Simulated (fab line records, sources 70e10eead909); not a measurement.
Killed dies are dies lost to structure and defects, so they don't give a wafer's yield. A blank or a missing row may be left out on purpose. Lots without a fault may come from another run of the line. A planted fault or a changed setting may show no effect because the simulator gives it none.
Chamber matching | flow nand_harc | NHARC_A_CONTACT_DEP_29 on pecvd-04: 3 sister chambers
The step deposits SiON, target thk 100 nm. 18 wafers are shown with their chamber, then 9 later ones without.

WAFERS WITH THEIR CHAMBER
wafer  | chamber | heater_power_w (W)
L075.1 | 2       | 721
L075.3 | 0       | 819
L075.4 | 2       | 733
L074.2 | 1       | 643
L074.3 | 2       | 751
L074.4 | 1       | 657
L078.1 | 0       | 707
L078.4 | 2       | 688
L078.5 | 1       | 610
L079.1 | 2       | 702
L079.4 | 0       | 821
L079.6 | 1       | 616
L081.2 | 2       | 732
L081.3 | 0       | 798
L081.6 | 1       | 650
L083.3 | 2       | 753
L083.4 | 0       | 828
L083.6 | 2       | 749

SIGNATURES (means of the wafers above)
reading        | chamber 0 | chamber 1 | chamber 2 | scatter within a chamber
heater_power_w | 794.60    | 635.20    | 728.62    | 32.5
Rule: a wafer's distance from a chamber is the root of the sum, over the readings, of the square of ((its reading less the chamber's mean) divided by the reading's scatter). The wafer belongs to the nearest chamber; if the next one is less than 2 further off, it can't be placed. The scatter: the root of (the sum of the squares of (reading less its chamber's mean) over the shown wafers, divided by (wafers less chambers)).

WAFERS WITHOUT THEIR CHAMBER
wafer  | heater_power_w (W)
L086.2 | 660
L086.4 | 693
L086.6 | 817
L093.1 | 670
L093.2 | 600
L093.4 | 710
L094.1 | 606
L094.2 | 655
L094.4 | 700

WHICH CHAMBER EACH WENT THROUGH
wafer  | from the rows above     | in truth
L086.2 | can't be placed: 1 or 2 | 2
L086.4 | can't be placed: 2 or 1 | 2
L086.6 | 0                       | 0
L093.1 | can't be placed: 1 or 2 | 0
L093.2 | 1                       | 1
L093.4 | can't be placed: 2 or 1 | 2
L094.1 | 1                       | 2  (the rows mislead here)
L094.2 | can't be placed: 1 or 2 | 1
L094.4 | can't be placed: 2 or 1 | 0
Placed correctly: 2 of 9. Can't be placed from these rows: 6 (the true chamber is among the candidates in 4). Placed wrongly: 1.
